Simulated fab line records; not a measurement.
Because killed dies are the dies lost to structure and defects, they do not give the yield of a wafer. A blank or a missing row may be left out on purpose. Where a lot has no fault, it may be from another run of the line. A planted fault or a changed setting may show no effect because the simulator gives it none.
fab line records	flow n5-finfet
record lots=7	wafers=21
route steps=1938 shown BEOL_M5@1123 BEOL_M6@1211
start-h: hours from the record's first day to the start of the lot's first wafer shown	wait-h: hours from the lot's prior step to this one	" repeats the value in the row above	L1.1+2: one row covering several wafers at once	- no value, or no start was given	* or withheld: withheld	< > ~ a bound
route shown NAME@n: a module of which the file shows steps, and the number in the route of the first	usual: mean and standard deviation over wafers with no fault	same: alike in all rows	chamber/n: place in a boat	sites: each site's reading	_std_site: the values' standard deviation	_edge_site: mean of outer sites minus mean of inner sites	radius-mm: how far each site lies from the wafer's centre	mask NAME#n: copy n	behind: the tool/chamber that last shaped the wafer	hold: cause of the lot's hold/its duration in hours/its outcome	device: transistor that didn't switch, given as n, p or np	end of line: tests run on the same wafers once the route is complete	for a step that has no rows: nothing shown but its recipe	killed: at the first sort, the dies lost to defects and structure; wafer yield is something else	map: per-die view of a wafer (x killed, . not killed, _ where there is no die)
set.NAME: the setting that was run; set.NAME@STEP: the one run at that earlier step	model.NAME: the simulator's own value behind a step, which no gauge read
lots whose settings were changed on purpose; a table a step, a row a wafer
## steps
# step N5_BEOL_M5_EXPOSE_08
# recipe mask-id=M5	na=0.33	source-shape=annular	sigma-inner=0.4	sigma-outer=0.8	polarization=unpolarized	target-cd-nm=28	dose-mj=35.75
lot.wafer	tool	chamber	start-h	wait-h	mask	set.dose-mj
L074.2+3+4	euv-scanner-02	0	178.74	-	M5#0	35.75
L076.1+2	euv-scanner-01	0	189.70	-	M5#0	34.23
L076.5	"	0	"	"	M5#0	35.75
L084.3+6	euv-scanner-02	0	239.12	-	M5#0	34
L084.5	"	0	"	"	M5#0	35.75
L085.1+5+6	euv-scanner-01	0	250.24	-	M5#0	35.75
L092.1+3	euv-scanner-02	0	283.74	-	M5#0	35.75
L092.2	"	0	"	"	M5#0	33.32
L093.2+4	euv-scanner-01	0	286.52	-	M5#0	33.29
L093.3	"	0	"	"	M5#0	35.75
L091.1+5	euv-scanner-01	0	323.51	-	M5#0	34.67
L091.6	"	0	"	"	M5#0	35.75
# step N5_BEOL_M5_PEB_09
# recipe peb-temp-c=100	peb-time-s=60	resist=CAR-EUV
# step N5_BEOL_M5_DEVELOP_10
# recipe develop-time-s=30	developer=TMAH	resist=CAR-EUV	rinse-liquid=surfactant-rinse	dry=air-spin	dev-temp-c=23
# step N5_BEOL_M5_CD_MEAS_11
# recipe target-cd-nm=27.74	landing-energy-ev=500	detector=se-inlens
# usual cd-nm=27.97/0.25
lot.wafer	tool	chamber	start-h	wait-h	set.dose-mj@BEOL_M5_EXPOSE_08	cd-nm
L074.2	cd-sem-03	0	178.87	-	35.75	27.81
L074.3	"	0	"	"	35.75	28.29
L074.4	"	0	"	"	35.75	28.25
L076.1	cd-sem-02	0	189.83	-	34.23	26.66
L076.2	"	0	"	"	34.23	26.94
L076.5	"	0	"	"	35.75	27.84
L084.3	cd-sem-02	0	239.24	-	34	26.54
L084.5	"	0	"	"	35.75	27.86
L084.6	"	0	"	"	34	26.65
L085.1	cd-sem-03	0	250.36	-	35.75	27.71
L085.5	"	0	"	"	35.75	27.75
L085.6	"	0	"	"	35.75	27.68
L092.1	cd-sem-02	0	283.87	-	35.75	28.14
L092.2	"	0	"	"	33.32	25.87
L092.3	"	0	"	"	35.75	27.92
L093.2	cd-sem-03	0	286.64	-	33.29	26.16
L093.3	"	0	"	"	35.75	28.32
L093.4	"	0	"	"	33.29	25.98
L091.1	cd-sem-02	0	323.63	-	34.67	26.89
L091.5	"	0	"	"	34.67	26.73
L091.6	"	0	"	"	35.75	27.95
# step N5_BEOL_M5_DESCUM_16
# recipe chemistry=O2	time-s=7	source-power-w=50	bias-power-w=20	pressure-mtorr=20	rf-frequency-hz=2.712e+07	temp-c=40	resist=CAR-EUV	o2-flow-sccm=225
lot.wafer	tool	chamber	start-h	wait-h	set.dose-mj@BEOL_M5_EXPOSE_08	model.BEOL_M5.cd-nm
L074.2	rie-diel-05	0	179.98	1.0	35.75	28
L074.3+4	"	1,0	"	"	35.75	28.2
L076.1+2	rie-diel-06	2,3	189.97	0.1	34.23	26.6
L076.5	"	1	"	"	35.75	27.8
L084.3	rie-diel-06	3	239.36	0.0	34	26.8
L084.5	"	3	"	"	35.75	28
L084.6	"	1	"	"	34	26.6
L085.1	rie-diel-05	2	250.49	0.0	35.75	27.8
L085.5	"	1	"	"	35.75	27.6
L085.6	"	2	"	"	35.75	28
L092.1	rie-diel-06	1	285.57	1.6	35.75	27.6
L092.2	"	0	"	"	33.32	26
L092.3	"	3	"	"	35.75	27.8
L093.2	rie-diel-06	2	287.54	0.8	33.29	26
L093.3	"	3	"	"	35.75	28
L093.4	"	1	"	"	33.29	26.2
L091.1+5	rie-diel-03	3	324.59	0.9	34.67	27
L091.6	"	2	"	"	35.75	27.8
# step N5_BEOL_M5_ETCH_72
# recipe chemistry=N2/H2	target=underlayer	target-depth-a=65	mask-material=CAR-EUV	time-s=5.2	ion-energy-ev=200	pressure-mtorr=30	source-w=840	bias-w=150	n2-flow-sccm=200	h2-flow-sccm=200	ends=cleared
# step N5_BEOL_M5_ETCH_61
# recipe chemistry=CF4	target=SiARC	target-depth-a=156	mask-material=CAR-EUV	time-s=26	ion-energy-ev=80	pressure-mtorr=40	source-w=545	bias-w=36	Ar_flow_sccm=100	cf4-flow-sccm=100	ends=cleared
lot.wafer	tool	chamber	start-h	wait-h	set.dose-mj@BEOL_M5_EXPOSE_08	model.BEOL_M5.cd-nm
L074.2+3	rie-diel-05	0,1	180.04	0.0	35.75	28.2
L074.4	"	0	"	"	35.75	28
L076.1+2	rie-diel-06	2,3	190.02	0.0	34.23	26.4
L076.5	"	1	"	"	35.75	27.8
L084.3+6	rie-diel-06	3,1	239.41	0.0	34	26.6
L084.5	"	3	"	"	35.75	28
L085.1	rie-diel-05	2	250.54	0.0	35.75	27.8
L085.5	"	1	"	"	35.75	27.6
L085.6	"	2	"	"	35.75	28
L092.1+3	rie-diel-06	1,3	285.62	0.0	35.75	27.8
L092.2	"	0	"	"	33.32	26.2
L093.2+4	rie-diel-06	2,1	287.59	0.0	33.29	26
L093.3	"	3	"	"	35.75	28
L091.1	rie-diel-03	3	324.64	0.0	34.67	27
L091.5	"	3	"	"	34.67	26.8
L091.6	"	2	"	"	35.75	28
# step N5_BEOL_M5_ETCH_62
# recipe chemistry=N2/H2	target=SOC	target-depth-a=750	overetch-a=150	mask-material=SiARC	temp-c=40	time-s=112.5	ion-energy-ev=200	pressure-mtorr=30	source-w=840	bias-w=150	n2-flow-sccm=200	h2-flow-sccm=200
# step N5_BEOL_M5_STRIP_63
# recipe chemistry=N2/H2	temp-c=40	n2-flow-sccm=200	h2-flow-sccm=200	rf-frequency-hz=6e+07
# step N5_BEOL_M5_HM_OPEN_17
# recipe chemistry=Cl2/BCl3	target-depth-a=200	overetch-a=60	target=TiN	mask-material=SOC	ion-energy-ev=150	pressure-mtorr=10	icp-w=1000	bias-w=126	Cl2_flow_sccm=53.25	bcl3-flow-sccm=21.75	Ar_flow_sccm=25
# step N5_BEOL_M5_STRIP_19
# recipe chemistry=O2	power-w=400	temp-c=40	pressure-mtorr=30	rf-frequency-hz=6e+07	bias-power-w=0	overash-fraction=0.2	o2-flow-sccm=225
# step N5_BEOL_M5_CD_MEAS_18
# recipe pitch-nm=56	target-cd-nm=28
# usual cd-nm=27.9/0.36
lot.wafer	tool	chamber	start-h	wait-h	set.dose-mj@BEOL_M5_EXPOSE_08	cd-nm
L074.2	cd-sem-03	-	180.50	0.1	35.75	28.3
L074.3	"	-	"	"	35.75	28.0
L074.4	"	-	"	"	35.75	28.0
L076.1	cd-sem-01	-	190.39	0.0	34.23	26.2
L076.2	"	-	"	"	34.23	26.1
L076.5	"	-	"	"	35.75	28.3
L084.3	cd-sem-01	-	239.89	0.1	34	26.2
L084.5	"	-	"	"	35.75	27.5
L084.6	"	-	"	"	34	26.7
L085.1	cd-sem-01	-	251.13	0.0	35.75	28.3
L085.5	"	-	"	"	35.75	28.0
L085.6	"	-	"	"	35.75	28.0
L092.1	cd-sem-01	-	286.05	0.0	35.75	27.7
L092.2	"	-	"	"	33.32	26.4
L092.3	"	-	"	"	35.75	28.2
L093.2	cd-sem-01	-	288.01	0.1	33.29	25.5
L093.3	"	-	"	"	35.75	27.9
L093.4	"	-	"	"	33.29	26.0
L091.1	cd-sem-02	-	325.11	0.0	34.67	27.0
L091.5	"	-	"	"	34.67	26.4
L091.6	"	-	"	"	35.75	28.3
# step N5_BEOL_M5_COAT_65
# recipe resist=SOC	temp-c=250	time-s=60	spin-rpm=1500	resist-thk-nm=60
# step N5_BEOL_M5_COAT_66
# recipe resist=SiARC	temp-c=220	time-s=60	spin-rpm=1500	resist-thk-nm=12
# step N5_BEOL_M5_DESCUM_33
# recipe chemistry=O2	time-s=7	source-power-w=50	bias-power-w=20	pressure-mtorr=20	rf-frequency-hz=2.712e+07	temp-c=40	resist=CAR-EUV	o2-flow-sccm=225
# step N5_BEOL_M5_ETCH_75
# recipe chemistry=N2/H2	target=underlayer	target-depth-a=65	mask-material=CAR-EUV	time-s=5.2	ion-energy-ev=200	pressure-mtorr=30	source-w=840	bias-w=150	n2-flow-sccm=200	h2-flow-sccm=200	ends=cleared
# step N5_BEOL_M5_ETCH_67
# recipe chemistry=CF4	target=SiARC	target-depth-a=156	mask-material=CAR-EUV	time-s=26	ion-energy-ev=80	pressure-mtorr=40	source-w=545	bias-w=36	Ar_flow_sccm=100	cf4-flow-sccm=100	ends=cleared
lot.wafer	tool	chamber	start-h	wait-h	set.dose-mj@BEOL_M5_EXPOSE_08	model.BEOL_M5.cd-nm
L074.2+3	rie-diel-06	1,2	182.95	0.0	35.75	28.2
L074.4	"	0	"	"	35.75	28
L076.1+2	rie-diel-05	0,3	193.95	0.0	34.23	26.4
L076.5	"	3	"	"	35.75	27.8
L084.3	rie-diel-03	0	240.77	0.0	34	26.2
L084.5	"	0	"	"	35.75	27.6
L084.6	"	1	"	"	34	26.4
L085.1	rie-diel-06	1	253.30	0.0	35.75	28.4
L085.5	"	2	"	"	35.75	27.8
L085.6	"	1	"	"	35.75	28.2
L092.1	rie-diel-06	2	287.20	0.0	35.75	28
L092.2	"	1	"	"	33.32	26.2
L092.3	"	0	"	"	35.75	27.8
L093.2	rie-diel-06	2	290.30	0.0	33.29	25.4
L093.3	"	3	"	"	35.75	27.6
L093.4	"	1	"	"	33.29	26
L091.1+5	rie-diel-03	0,2	326.70	0.0	34.67	26.2
L091.6	"	1	"	"	35.75	27.8
# step N5_BEOL_M5_ETCH_68
# recipe chemistry=N2/H2	target=SOC	target-depth-a=800	overetch-a=160	mask-material=SiARC	temp-c=40	time-s=120	ion-energy-ev=200	pressure-mtorr=30	source-w=840	bias-w=150	n2-flow-sccm=200	h2-flow-sccm=200
# step N5_BEOL_M5_STRIP_69
# recipe chemistry=N2/H2	temp-c=40	n2-flow-sccm=200	h2-flow-sccm=200	rf-frequency-hz=6e+07
# step N5_BEOL_M5_STRIP_85
# recipe chemistry=C4F6/O2	resist=SiARC	rf-frequency-hz=6e+07
# step N5_BEOL_M5_STRIP_36
# recipe chemistry=N2/H2	power-w=450	temp-c=40	pressure-mtorr=20	rf-frequency-hz=6e+07	overash-fraction=0.3	bias-power-w=7	h2-frac=0.5	n2-flow-sccm=200	h2-flow-sccm=200
# step N5_BEOL_M5_TRENCH_ETCH_37
# recipe chemistry=C4F6/O2	target-depth-a=716.52	target=SiCOH_lowk	time-s=24.7	ion-energy-ev=250	pressure-mtorr=30	source-w=345	bias-w=185	Ar_flow_sccm=300	C4F6_flow_sccm=10	O2_flow_sccm=10
lot.wafer	tool	chamber	start-h	wait-h	set.dose-mj@BEOL_M5_EXPOSE_08	model.BEOL_M5.cd-nm
L074.2	rie-diel-06	1	-	-	35.75	28.2
L074.3	"	2	"	"	35.75	28.4
L074.4	"	0	"	"	35.75	28
L076.1+2	rie-diel-05	0,3	-	-	34.23	26.4
L076.5	"	3	"	"	35.75	28
L084.3	rie-diel-03	0	-	-	34	26.2
L084.5	"	0	"	"	35.75	27.6
L084.6	"	1	"	"	34	26.4
L085.1+6	rie-diel-06	1	-	-	35.75	28
L085.5	"	2	"	"	35.75	27.8
L092.1	rie-diel-06	2	-	-	35.75	27.8
L092.2	"	1	"	"	33.32	26.2
L092.3	"	0	"	"	35.75	27.6
L093.2	rie-diel-06	2	-	-	33.29	26
L093.3	"	3	"	"	35.75	27.6
L093.4	"	1	"	"	33.29	26.2
L091.1	rie-diel-03	0	-	-	34.67	26.6
L091.5	"	2	"	"	34.67	26.4
L091.6	"	1	"	"	35.75	28
# step N5_BEOL_M5_ETCH_41
# recipe chemistry=CH3F/O2	target=SiCN	target-depth-a=315	taper-deg=2	time-s=56.7	ion-energy-ev=120	mask-material=TiN	pressure-mtorr=30	source-w=395	bias-w=75	Ar_flow_sccm=150	CH3F_flow_sccm=30	O2_flow_sccm=20
# step N5_BEOL_M5_STRIP_91
# recipe chemistry=N2/H2	time-s=10	power-w=450	temp-c=40	pressure-mtorr=20	rf-frequency-hz=6e+07	bias-power-w=7	n2-flow-sccm=200	h2-flow-sccm=200
# step N5_BEOL_M5_PRECLEAN_42
# recipe chemistry=residue-remover	time-s=60	temp-c=40
# step N5_BEOL_M5_SRD_43
# recipe time-s=30	temp-c=23	rinse-liquid=diw	dry=ipa-marangoni
# step N5_BEOL_M5_CD_MEAS_35
# recipe target-cd-nm=28	target-cd-y-nm=24	polarity=opening
# usual cd-nm=27.9/0.34
lot.wafer	tool	chamber	start-h	wait-h	set.dose-mj@BEOL_M5_EXPOSE_08	cd-nm
L074.2	cd-sem-02	-	183.47	0.0	35.75	28.4
L074.3	"	-	"	"	35.75	28.2
L074.4	"	-	"	"	35.75	27.9
L076.1	cd-sem-03	-	194.48	0.0	34.23	26.5
L076.2	"	-	"	"	34.23	26.7
L076.5	"	-	"	"	35.75	28.1
L084.3	cd-sem-01	-	241.30	0.0	34	26.2
L084.5	"	-	"	"	35.75	27.5
L084.6	"	-	"	"	34	26.8
L085.1	cd-sem-03	-	253.82	0.0	35.75	27.8
L085.5	"	-	"	"	35.75	28.2
L085.6	"	-	"	"	35.75	27.9
L092.1	cd-sem-01	-	287.73	0.0	35.75	28.1
L092.2	"	-	"	"	33.32	26.5
L092.3	"	-	"	"	35.75	27.8
L093.2	cd-sem-01	-	290.82	0.0	33.29	25.9
L093.3	"	-	"	"	35.75	27.7
L093.4	"	-	"	"	33.29	26.3
L091.1	cd-sem-03	-	327.22	0.0	34.67	26.3
L091.5	"	-	"	"	34.67	26.6
L091.6	"	-	"	"	35.75	28.1
# step N5_BEOL_M6_ETCH_61
# recipe chemistry=CF4	target=SiARC	target-depth-a=455	mask-material=CAR-ArF	time-s=75.8	ion-energy-ev=80	pressure-mtorr=40	source-w=545	bias-w=36	Ar_flow_sccm=100	cf4-flow-sccm=100	ends=cleared
# usual rf-vpp-V=184.1/1
lot.wafer	tool	chamber	start-h	wait-h	set.bias-w	rf-vpp-V
L074.2	rie-diel-04	2	193.79	0.0	36	185.2
L074.3	"	2	"	"	36	183.4
L074.4	"	1	"	"	36	182.9
L076.1	rie-diel-04	2	202.55	0.0	31.65	167.7
L076.2	"	1	"	"	36	183.3
L076.5	"	1	"	"	31.65	170.9
L084.3	rie-diel-01	1	250.70	0.0	31.26	169.0
L084.5	"	1	"	"	31.26	167.9
L084.6	"	0	"	"	36	183.5
L085.1	rie-diel-02	2	263.65	0.0	36	185.3
L085.5	"	1	"	"	36	185.5
L085.6	"	0	"	"	36	183.0
L092.1	rie-diel-02	1	297.69	0.0	41.77	201.4
L092.2	"	2	"	"	41.77	204.1
L092.3	"	3	"	"	41.77	201.9
L093.2	rie-diel-02	1	301.09	0.0	36	184.2
L093.3	"	0	"	"	42.09	203.0
L093.4	"	3	"	"	42.09	203.2
L091.1	rie-diel-02	1	338.44	0.0	36	183.9
L091.5	"	2	"	"	36	184.1
L091.6	"	3	"	"	39.66	195.9
# step N5_BEOL_M6_ETCH_62
# recipe chemistry=N2/H2	target=SOC	target-depth-a=1100	overetch-a=220	mask-material=SiARC	temp-c=40	time-s=165	ion-energy-ev=200	pressure-mtorr=30	source-w=840	bias-w=150	n2-flow-sccm=200	h2-flow-sccm=200
lot.wafer	tool	chamber	start-h	wait-h	set.time-s	model.SiARC_of_BEOL_M6_COAT_60.thk-nm
L074.2	rie-diel-04	2	193.88	0.1	165	28.6
L074.3	"	2	"	"	131.2	30
L074.4	"	1	"	"	131.2	29.6
L076.1	rie-diel-04	2	202.64	0.1	196.2	27.4
L076.2	"	1	"	"	165	28.2
L076.5	"	1	"	"	196.2	26.8
L084.3+5	rie-diel-01	1	250.76	0.0	195.6	27
L084.6	"	0	"	"	165	28.6
L085.1	rie-diel-02	2	263.71	0.0	165	28.4
L085.5+6	"	1,0	"	"	165	28.6
L092.1+2	rie-diel-02	1,2	297.75	0.0	165	28.4
L092.3	"	3	"	"	165	28.6
L093.2	rie-diel-02	1	301.14	0.0	143.7	29
L093.3+4	"	0,3	"	"	165	28.4
L091.1	rie-diel-02	1	338.49	0.0	178.6	27.6
L091.5+6	"	2,3	"	"	165	28.4
# step N5_BEOL_M6_STRIP_68
# recipe chemistry=N2/H2	temp-c=40	n2-flow-sccm=200	h2-flow-sccm=200	rf-frequency-hz=6e+07
# step N5_BEOL_M6_STRIP_67
# recipe chemistry=CF4	resist=SiARC	power-w=300	bias-power-w=75	pressure-mtorr=50	cf4-flow-sccm=150	rf-frequency-hz=6e+07
# step N5_BEOL_M6_HM_OPEN_17
# recipe chemistry=Cl2/BCl3	target-depth-a=200	overetch-a=60	target=TiN	mask-material=SOC	ion-energy-ev=150	pressure-mtorr=10	icp-w=1000	bias-w=126	Cl2_flow_sccm=53.25	bcl3-flow-sccm=21.75	Ar_flow_sccm=25
lot.wafer	tool	chamber	start-h	wait-h	set.time-s@BEOL_M6_ETCH_62	model.etch.depth-nm
L074.2	rie-metal-03	1	194.15	0.0	165	20.43
L074.3	"	1	"	"	131.2	20.44
L074.4	"	0	"	"	131.2	20.18
L076.1	rie-metal-02	0	202.91	0.0	196.2	17.57
L076.2	"	0	"	"	165	20.15
L076.5	"	0	"	"	196.2	17.28
L084.3	rie-metal-02	1	250.97	0.1	195.6	17.25
L084.5	"	0	"	"	195.6	17.24
L084.6	"	1	"	"	165	20.18
L085.1	rie-metal-03	1	263.89	0.0	165	20.16
L085.5	"	1	"	"	165	20.4
L085.6	"	1	"	"	165	20.13
L092.1	rie-metal-02	1	297.93	0.0	165	19.79
L092.2	"	0	"	"	165	20.26
L092.3	"	1	"	"	165	20.09
L093.2	rie-metal-01	1	301.33	0.0	143.7	19.77
L093.3	"	1	"	"	165	19.75
L093.4	"	0	"	"	165	19.71
L091.1	rie-metal-01	0	338.68	0.0	178.6	18.31
L091.5	"	0	"	"	165	20.06
L091.6	"	1	"	"	165	19.98
# step N5_BEOL_M6_DESCUM_33
# recipe chemistry=O2	time-s=7	source-power-w=50	bias-power-w=20	pressure-mtorr=20	rf-frequency-hz=2.712e+07	temp-c=40	resist=CAR-EUV	o2-flow-sccm=225
lot.wafer	tool	chamber	start-h	wait-h	set.time-s	model.CAR-EUV_of_BEOL_M6_COAT_22.thk-nm
L074.2	rie-diel-02	1	195.23	0.2	7	26.2
L074.3+4	"	0,2	"	"	6.587	26.2
L076.1	rie-diel-04	1	204.20	0.0	7	26
L076.2+5	"	2	"	"	7	26.2
L084.3+5+6	rie-diel-02	2,1,2	253.26	0.2	7	26
L085.1+5+6	rie-diel-02	1,0,3	265.33	0.1	7	26
L092.1+2	rie-diel-02	1,0	299.98	0.1	7	26.2
L092.3	"	2	"	"	8.454	25.4
L093.2	rie-diel-04	0	302.16	0.0	7	26
L093.3	"	2	"	"	7	26.2
L093.4	"	1	"	"	6.437	26.4
L091.1+5+6	rie-diel-01	1,3,2	341.23	0.4	7	26
# step N5_BEOL_M6_TRENCH_ETCH_37
# recipe chemistry=C4F6/O2	target-depth-a=944.35	target=SiCOH_lowk	time-s=31.5	ion-energy-ev=250	pressure-mtorr=30	source-w=345	bias-w=185	Ar_flow_sccm=300	C4F6_flow_sccm=10	O2_flow_sccm=10
# usual rf-vpp-V=662/9.6
lot.wafer	tool	chamber	start-h	wait-h	set.bias-w	rf-vpp-V
L074.2	rie-diel-02	1	-	-	185	654
L074.3	"	0	"	"	185	660
L074.4	"	2	"	"	185	659
L076.1	rie-diel-04	1	-	-	173.2	628
L076.2	"	2	"	"	185	663
L076.5	"	2	"	"	185	662
L084.3	rie-diel-02	2	-	-	197.8	697
L084.5	"	1	"	"	185	654
L084.6	"	2	"	"	185	659
L085.1	rie-diel-02	1	-	-	185	655
L085.5	"	0	"	"	185	660
L085.6	"	3	"	"	185	660
L092.1	rie-diel-02	1	-	-	185	654
L092.2	"	0	"	"	157.9	581
L092.3	"	2	"	"	185	660
L093.2	rie-diel-04	0	-	-	176.2	618
L093.3	"	2	"	"	185	661
L093.4	"	1	"	"	176.2	636
L091.1	rie-diel-01	1	-	-	185	677
L091.5	"	3	"	"	200.4	719
L091.6	"	2	"	"	200.4	710
## key
split step=N5_BEOL_M5_EXPOSE_08	setting=dose-mj	stated=35.75	by=wafer
response step=N5_BEOL_M5_CD_MEAS_11	reading=cd-nm	change=+0.306	per=1%	r=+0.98
response step=N5_BEOL_M5_DESCUM_16	reading=model.BEOL_M5.cd-nm	change=+0.266	per=1%	r=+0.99
response step=N5_BEOL_M5_ETCH_61	reading=model.BEOL_M5.cd-nm	change=+0.282	per=1%	r=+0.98
response step=N5_BEOL_M5_CD_MEAS_18	reading=cd-nm	change=+0.307	per=1%	r=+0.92
response step=N5_BEOL_M5_ETCH_67	reading=model.BEOL_M5.cd-nm	change=+0.289	per=1%	r=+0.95
response step=N5_BEOL_M5_TRENCH_ETCH_37	reading=model.BEOL_M5.cd-nm	change=+0.264	per=1%	r=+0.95
response step=N5_BEOL_M5_CD_MEAS_35	reading=cd-nm	change=+0.258	per=1%	r=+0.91
split step=N5_BEOL_M6_ETCH_61	setting=bias-w	stated=36	by=wafer
response step=N5_BEOL_M6_ETCH_61	reading=rf-vpp-V	change=+1.14	per=1%	r=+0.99
split step=N5_BEOL_M6_ETCH_62	setting=time-s	stated=165	by=wafer
response step=N5_BEOL_M6_ETCH_62	reading=model.SiARC_of_BEOL_M6_COAT_60.thk-nm	change=-0.0659	per=1%	r=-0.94
response step=N5_BEOL_M6_HM_OPEN_17	reading=model.etch.depth-nm	shape=bent	at-lowest=20.31	at-stated=20.08	at-highest=17.42
split step=N5_BEOL_M6_DESCUM_33	setting=time-s	stated=7	by=wafer
response step=N5_BEOL_M6_DESCUM_33	reading=model.CAR-EUV_of_BEOL_M6_COAT_22.thk-nm	change=-0.0358	per=1%	r=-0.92
split step=N5_BEOL_M6_TRENCH_ETCH_37	setting=bias-w	stated=185	by=wafer
response step=N5_BEOL_M6_TRENCH_ETCH_37	reading=rf-vpp-V	change=+5.26	per=1%	r=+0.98
